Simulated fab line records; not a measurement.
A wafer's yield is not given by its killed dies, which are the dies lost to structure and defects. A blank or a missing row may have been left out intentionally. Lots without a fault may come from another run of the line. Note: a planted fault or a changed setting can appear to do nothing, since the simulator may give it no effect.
fab line records | flow nandHarc
record lots=12 wafers=36 lastDay=33
route steps=1302 shown A_ONON_D1@445 A_CHANNEL_HOLE_D1@468 END@1302
lots that met no fault: taken from a fault-free run of the same line
startH: hours from the record's first day to the start of the lot's first wafer shown | waitH: time in hours since the lot's previous step | " identical to the entry in the row above | L1.1+2: a single row standing in for several wafers | - no value, or no start was given | * or withheld: withheld | < > ~ a bound
route shown NAME@n: NAME is a module with steps in the file, n the number in the route of the first one | usual: the fault-free wafers' mean and standard deviation | same: alike in all rows | chamber/n: place in a boat | sites: readings site by site | _std_site: standard deviation across them | _edge_site: inner sites' mean taken away from outer sites' mean | radiusMm: how far each site lies from the wafer's centre | mask NAME#n: copy n | behind: the tool/chamber that last shaped the wafer | hold: reason for holding the lot/hours on hold/outcome of the hold | device: which transistor (n, p or np) failed to switch | end of line: tests run on the same wafers once the route is complete | for a step that has no rows: nothing shown but its recipe | killed: dies that structure and defects cost at the first sort, which is not the same as the wafer's yield | map: a wafer's dies, x killed, . not, _ none there
set.NAME: setting as actually run; set.NAME@STEP: the setting as run at that earlier step | model.NAME: the simulator's own value behind a step, which no gauge read
route steps across a sampled set of lots; one table per step, one row per wafer
services: the hour from which a tool's chamber was out of use, counted from the record's first day as startH (under 0 if before that day), plus the number of hours and why
## steps
# step NHARC_A_ONON_D1_THK_MEAS_30
# recipe thkMeasGauge=ellipsometry
# usual thkNm=1002/8.3
# columns lot.wafer tool chamber startH waitH thkNm
L598.1 filmMetro-01 - 174.97 - 995
L598.2 " - " " 994
L598.5 " - " " 993
L600.3 filmMetro-01 - 192.90 - 1002
L600.4 " - " " 1001
L600.6 " - " " 1001
L601.1 filmMetro-01 - 206.23 - 999
L601.4 " - " " 999
L601.5 " - " " 999
L603.1 filmMetro-02 - 224.47 - 987
L603.4 " - " " 988
L603.5 " - " " 989
L604.3 filmMetro-02 - 239.12 - 1005
L604.4 " - " " 1004
L604.6 " - " " 1001
L613.2 filmMetro-02 - 318.47 - 995
L613.3 " - " " 996
L613.5 " - " " 996
L614.1 filmMetro-02 - 341.96 - 1002
L614.2 " - " " 1001
L614.5 " - " " 1003
L615.2 filmMetro-02 - 346.96 - 1012
L615.4 " - " " 1013
L615.5 " - " " 1012
L616.1 filmMetro-02 - 358.89 - 1003
L616.2 " - " " 999
L616.3 " - " " 999
L617.1 filmMetro-01 - 366.05 - 1001
L617.4 " - " " 1001
L617.6 " - " " 1002
L619.2 filmMetro-01 - 390.00 - 996
L619.4 " - " " 993
L619.6 " - " " 997
L620.2 filmMetro-02 - 402.11 - 1010
L620.4 " - " " 1008
L620.6 " - " " 1005
# step NHARC_A_CHANNEL_HOLE_D1_ETCH_34
# recipe targetDepthA=1540 timeS=77 cf4FlowSccm=100 chf3FlowSccm=30 arFlowSccm=0 rfW=500 biasW=200 chemistry=CF4/CHF3
# usual drypumpMotorCurrentA=5.6/0.43 oesProductAu=0.948/0.024 rfFwdPowerW=495.8/1.7 rfVppV=370.0/2.1 showerheadPlenumPTorr=1.56/0.063 throttleValvePct=16.802/0.0097
# columns lot.wafer tool chamber startH waitH drypumpMotorCurrentA oesProductAu rfFwdPowerW rfHoursCounterH rfVppV showerheadPlenumPTorr throttleValvePct
L598.2 rieDiel-05 1 180.38 - 5.5 0.924 493.7 10 368.7 1.51 16.803
L598.1 " 2 " " 6.3 0.910 498.0 10 368.7 1.49 16.794
L598.5 " 1 " " 5.5 0.929 495.4 - 369.1 1.51 16.801
L600.4 rieDiel-05 0 198.32 - 5.3 0.969 494.9 11 373.3 1.65 16.800
L600.3 " 1 " " 5.5 0.987 493.5 12 368.7 1.51 16.804
L600.6 " 3 " " 5.2 0.943 494.6 - 370.1 1.57 16.794
L601.1 rieDiel-05 1 210.28 - 5.5 0.923 497.3 13 367.1 1.51 16.798
L601.4 " 2 " " 6.3 0.925 497.9 13 368.0 1.49 16.794
L601.5 " 0 " " 5.3 0.929 496.0 - 371.7 1.64 16.813
L603.4 rieDiel-05 1 228.38 - 5.5 0.962 494.6 14 368.0 1.51 16.808
L603.1 " 2 " " 6.2 0.734 297.1 14 366.2 1.49 16.794
L603.5 " 1 " " 5.5 0.958 495.9 - 369.0 1.51 16.795
L604.3 rieDiel-09 3 243.00 - 5.8 0.960 498.3 32 374.0 1.69 16.805
L604.4 " 0 " " 6.0 0.954 494.3 32 372.0 1.64 16.804
L604.6 " 2 " " 6.5 0.969 492.6 - 371.2 1.59 16.796
L613.2 rieDiel-12 1 322.52 - 5.9 0.963 497.0 16 370.3 1.60 16.797
L613.3 " 2 " " 5.6 0.983 495.9 16 371.8 1.62 16.800
L613.5 " 1 " " 5.9 0.964 495.7 - 370.2 1.60 16.811
L614.2 rieDiel-05 1 345.81 - 5.5 0.922 497.9 9 368.2 1.50 16.797
L614.1 " 2 " " 6.3 0.903 495.5 9 368.9 1.48 16.815
L614.5 " 2 " " 6.3 0.912 494.7 - 367.8 1.48 16.798
L615.2 rieDiel-05 2 355.25 - 6.3 0.909 496.4 10 367.1 1.48 16.814
L615.4 " 0 " " 5.3 0.928 493.8 9 373.0 1.64 16.800
L615.5 " 3 " " 5.2 0.918 496.6 - 369.6 1.57 16.782
L616.1 rieDiel-05 1 363.03 - 5.5 0.930 499.4 10 368.2 1.50 16.808
L616.3 " 2 " " 6.3 0.915 494.5 11 367.8 1.48 16.813
L616.2 " 3 " " 5.2 0.920 494.0 12 369.4 1.57 16.818
L617.1 rieDiel-05 3 370.56 - 5.2 0.927 494.3 12 369.9 1.57 16.805
L617.4 " 2 " " 6.2 0.918 497.2 12 367.1 1.48 16.793
L617.6 " 3 " " 5.2 0.907 496.2 - 370.3 1.57 16.797
L619.2 rieDiel-05 1 395.49 - 5.5 0.932 494.6 13 367.1 1.50 16.796
L619.4 " 0 " " 5.3 0.930 494.8 13 372.4 1.64 16.808
L619.6 " 1 " " 5.5 0.933 492.8 - 366.4 1.50 16.814
L620.2 rieDiel-05 1 406.56 - 5.5 0.941 494.2 15 369.0 1.50 16.794
L620.4 " 3 " " 5.2 0.923 493.5 16 370.9 1.57 16.819
L620.6 " 2 " " 6.3 0.900 496.5 - 367.4 1.48 16.799
# step NHARC_A_CHANNEL_HOLE_D1_ETCH_23
# recipe biasV=5000 sourceW=withheld pressureMtorr=20 timeS=819 arFlowSccm=375 c4f8FlowSccm=89.3 o2FlowSccm=35.7 tempC=-20 targetDepthA=16000 chemistry=C4F8/O2/Ar
# usual drypumpMotorCurrentA=5.29/0.17 oesAirLineAu=0.999/0.021 showerheadPlenumPTorr=3.67/0.069 throttleValvePct=32.155/0.0089
# columns lot.wafer tool chamber startH waitH drypumpMotorCurrentA oesAirLineAu rfHoursCounterH showerheadPlenumPTorr throttleValvePct
L598.1 harEtch-01 0 182.56 0.5 5.39 1.005 85 3.74 32.156
L598.2 " 1 " " 5.33 1.007 85 3.67 32.159
L598.5 " 1 " " 5.35 0.982 - 3.67 32.145
L600.4 harEtch-02 1 203.03 0.5 5.38 1.032 - 3.71 32.150
L600.3 " 0 " " 4.91 1.028 - 3.62 32.164
L600.6 " 1 " " 5.39 1.001 - 3.71 32.149
L601.1 harEtch-01 0 212.48 0.5 5.40 1.034 101 3.73 32.144
L601.4 " 0 " " 5.40 1.037 - 3.73 32.159
L601.5 " 0 " " 5.40 1.019 - 3.73 32.145
L603.1 harEtch-01 0 231.67 0.5 5.38 1.050 116 3.72 32.157
L603.4 " 1 " " 5.33 1.006 - 3.65 32.161
L603.5 " 0 " " 5.38 1.040 - 3.72 32.163
L604.4 harEtch-01 1 245.41 0.5 5.32 1.031 - 3.65 32.149
L604.3 " 0 " " 5.40 1.011 - 3.72 32.156
L604.6 " 0 " " 5.39 1.021 - 3.72 32.159
L613.2 harEtch-02 0 325.36 0.5 4.90 1.001 383 3.58 32.147
L613.3 " 0 " " 4.91 0.980 - 3.58 32.153
L613.5 " 0 " " 4.92 0.988 - 3.58 32.146
L614.1 harEtch-01 0 348.15 0.5 5.41 1.001 181 3.69 32.140
L614.2 " 1 " " 5.32 0.985 181 3.62 32.156
L614.5 " 0 " " 5.39 0.999 - 3.69 32.143
L615.2 harEtch-01 0 360.29 0.5 5.40 0.947 189 3.68 32.144
L615.4 " 1 " " 5.34 1.007 - 3.61 32.153
L615.5 " 0 " " 5.40 1.008 - 3.68 32.165
L616.1 harEtch-01 1 368.14 0.5 5.36 1.016 196 3.61 32.155
L616.2 " 0 " " 5.39 0.974 196 3.68 32.163
L616.3 " 0 " " 5.41 0.974 - 3.68 32.154
L617.1 harEtch-02 1 372.76 0.5 5.36 0.968 399 3.67 32.176
L617.4 " 0 " " 4.91 1.019 - 3.57 32.154
L617.6 " 0 " " 4.92 0.999 - 3.57 32.157
L619.2 harEtch-02 0 397.69 0.5 4.92 0.938 1 3.93 32.163
L619.4 " 1 " " 5.38 1.006 - 3.66 32.149
L619.6 " 1 " " 5.39 1.006 - 3.66 32.137
L620.2 harEtch-01 1 408.95 0.5 5.36 1.002 219 3.60 32.158
L620.4 " 1 " " 5.36 0.975 - 3.60 32.144
L620.6 " 1 " " 5.37 0.981 - 3.60 32.152
# step NHARC_A_CHANNEL_HOLE_D1_ETCH_26
# recipe biasV=300 sourceW=2000 pressureMtorr=30 timeS=224.1 arFlowSccm=375 c4f8FlowSccm=11.4 o2FlowSccm=113.6 tempC=-20 targetDepthA=3000 chemistry=C4F8/O2/Ar
# usual drypumpMotorCurrentA=5.29/0.17 oesAirLineAu=1.001/0.02 showerheadPlenumPTorr=3.72/0.073 throttleValvePct=24.583/0.01
# columns lot.wafer tool chamber startH waitH drypumpMotorCurrentA oesAirLineAu rfHoursCounterH showerheadPlenumPTorr throttleValvePct
L598.1 harEtch-01 0 186.49 0.7 5.38 0.986 87 3.79 24.577
L598.2 " 1 " " 5.33 0.986 87 3.71 24.583
L598.5 " 1 " " 5.35 0.998 - 3.71 24.589
L600.4 harEtch-02 1 205.21 0.5 5.37 1.027 - 3.76 24.586
L600.3 " 0 " " 4.92 0.981 - 3.66 24.583
L600.6 " 1 " " 5.36 1.021 - 3.76 24.573
L601.1 harEtch-01 0 214.80 0.7 5.40 1.015 103 3.78 24.586
L601.4 " 0 " " 5.41 1.033 - 3.78 24.572
L601.5 " 0 " " 5.40 0.998 - 3.78 24.591
L603.1 harEtch-01 0 233.92 0.6 5.41 0.980 118 3.77 24.579
L603.4 " 1 " " 5.35 0.972 - 3.69 24.576
L603.5 " 0 " " 5.40 0.992 - 3.77 24.585
L604.4 harEtch-01 1 247.58 0.5 5.35 1.029 - 3.69 24.585
L604.3 " 0 " " 5.39 0.998 - 3.77 24.581
L604.6 " 0 " " 5.38 1.003 - 3.77 24.583
L613.2 harEtch-02 0 327.63 0.6 4.91 1.035 386 3.62 24.586
L613.3 " 0 " " 4.90 1.011 - 3.62 24.599
L613.5 " 0 " " 4.91 1.007 - 3.62 24.587
L614.1 harEtch-01 0 350.48 0.7 5.39 0.993 183 3.73 24.593
L614.2 " 1 " " 5.32 0.982 183 3.66 24.582
L614.5 " 0 " " 5.38 0.987 - 3.73 24.579
L615.2 harEtch-01 0 362.63 0.7 5.40 1.020 191 3.73 24.586
L615.4 " 1 " " 5.33 1.019 - 3.65 24.569
L615.5 " 0 " " 5.39 1.015 - 3.73 24.590
L616.1 harEtch-01 1 370.48 0.7 5.33 0.997 198 3.65 24.597
L616.2 " 0 " " 5.39 1.014 198 3.72 24.595
L616.3 " 0 " " 5.40 1.029 - 3.72 24.583
L617.1 harEtch-02 1 375.10 0.7 5.38 0.981 401 3.71 24.574
L617.4 " 0 " " 4.91 0.987 - 3.61 24.578
L617.6 " 0 " " 4.92 1.000 - 3.61 24.578
L619.2 harEtch-02 0 400.01 0.7 4.91 0.995 4 3.99 24.592
L619.4 " 1 " " 5.36 1.012 - 3.71 24.566
L619.6 " 1 " " 5.36 0.990 - 3.71 24.609
L620.2 harEtch-01 1 411.18 0.6 5.35 1.027 221 3.64 24.577
L620.4 " 1 " " 5.35 1.032 - 3.64 24.577
L620.6 " 1 " " 5.36 1.038 - 3.64 24.597
# step NHARC_END_SORT_01
# recipe tempC=25
# usual killedAtArray=56/19 killedAtOther=0.8/1.1 killedAtPeriphery=3.4/2.5 killedDies=60/19 killedOpen=2.9/1.7 killedShort=2.4/1.6
# same grossDies=677
# columns lot.wafer tool chamber startH waitH killedAtArray killedAtOther killedAtPeriphery killedDies killedOpen killedShort
L603.1 prober-01 0 631.63 2.5 670 3 4 677 7 6
L603.4 prober-01 0 634.01 3.4 52 1 1 54 4 2
L603.5 prober-01 0 634.81 3.7 63 3 2 68 3 4
# killed by level:class
L603.1 A_CHANNEL_HOLE_D1:areaEtch=617 A_SLIT:chamberFilmFlake=28 A_CHANNEL_HOLE_D2:chamberFilmFlake=6 P_GATE:geometricParticle:open=3 A_CHANNEL_FILL_D1:chamberFilmFlake=3 THIN_TSV:chamberFilmFlake=3 A_CONTACT:chamberFilmFlake=2 P_STI:geometricParticle:short=1
L603.4 A_SLIT:chamberFilmFlake=28 A_CHANNEL_HOLE_D2:chamberFilmFlake=7 A_CHANNEL_FILL_D2:chamberFilmFlake=3 A_CONTACT:chamberFilmFlake=3 A_STAIRCASE:chamberFilmFlake=2 P_M0:geometricParticle:open=1 A_SOURCE_PLATE:geometricParticle:open=1 A_ONON_D1:geometricParticle:open=1
L603.5 A_SLIT:chamberFilmFlake=35 A_CHANNEL_FILL_D2:chamberFilmFlake=6 A_CHANNEL_HOLE_D1:chamberFilmFlake=4 A_CHANNEL_HOLE_D2:chamberFilmFlake=4 A_DECK1_JOINT:chamberFilmFlake=3 A_CHANNEL_FILL_D1:chamberFilmFlake=2 A_STAIRCASE:chamberFilmFlake=2 THIN_TSV:chamberFilmFlake=2
## services
# columns tool chamber startH hours kind
rieDiel-05 0 159.82 - clean
rieDiel-05 1 159.82 - clean
rieDiel-05 2 159.82 - clean
rieDiel-05 3 159.82 - clean
rieDiel-09 2 168.44 2.5 repair
rieDiel-05 - 171.47 5.2 repair
rieDiel-09 1 182.67 15.7 repair
rieDiel-05 0 184.32 - clean
rieDiel-05 1 184.32 - clean
rieDiel-05 2 184.32 - clean
rieDiel-05 3 184.32 - clean
rieDiel-12 2 200.63 10.0 repair
rieDiel-12 0 212.52 8.3 repair
harEtch-02 - 227.03 2.7 repair
rieDiel-09 2 229.23 8.9 repair
rieDiel-05 - 229.60 9.0 pm
rieDiel-12 1 238.83 9.6 repair
rieDiel-12 - 268.96 9.0 pm
rieDiel-09 - 320.14 9.0 pm
rieDiel-05 0 335.23 14.1 repair
rieDiel-09 1 343.46 7.0 repair
rieDiel-09 1 351.65 5.3 repair
harEtch-02 - 378.41 17.0 pm
rieDiel-09 2 384.43 16.1 repair
## key
firstSign step=NHARC_A_CHANNEL_HOLE_D1_ETCH_34 reading=rfFwdPowerW direction=down sigmas=99+ usual=* struck=*
effect step=NHARC_A_CHANNEL_HOLE_D1_ETCH_34 reading=oesProductAu direction=down sigmas=8.8 usual=0.948 struck=0.734
effect step=NHARC_END_SORT_01 reading=killedAtArray direction=up sigmas=33 usual=56 struck=670
moreKillsBornAt NHARC_A_CHANNEL_HOLE_D1_ETCH_34@rieDiel-05=617
metAt NHARC_A_CHANNEL_HOLE_D1_ETCH_34
struckLots L603
struckWafers L603.1
laterRowsLeftOut L603.1
testerLeftOut L603
notActingAt NHARC_A_ONON_D1_THK_MEAS_30,NHARC_A_CHANNEL_HOLE_D1_ETCH_23,NHARC_A_CHANNEL_HOLE_D1_ETCH_26
onsetBetween 210.28 228.38
fault kind=processParameterDrift tool=rieDiel-05 chamber=2 onsetH=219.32 steps=NHARC_A_CHANNEL_HOLE_D1_ETCH_34 channel=rfW offset=* shape=step endH=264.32 actsIn=* stated=*
# testerLeftOut: of these lots the tester's yield and bins aren't shown, on N5 and GAA mostly nor the transistor test; their killed dies are dies lost to structure and defects alone, not to doping, threshold or leakage, so they don't give the yield
# laterRowsLeftOut: the simulator's readings of these wafers behind a module that went badly wrong aren't trusted and aren't shown, but for the sort
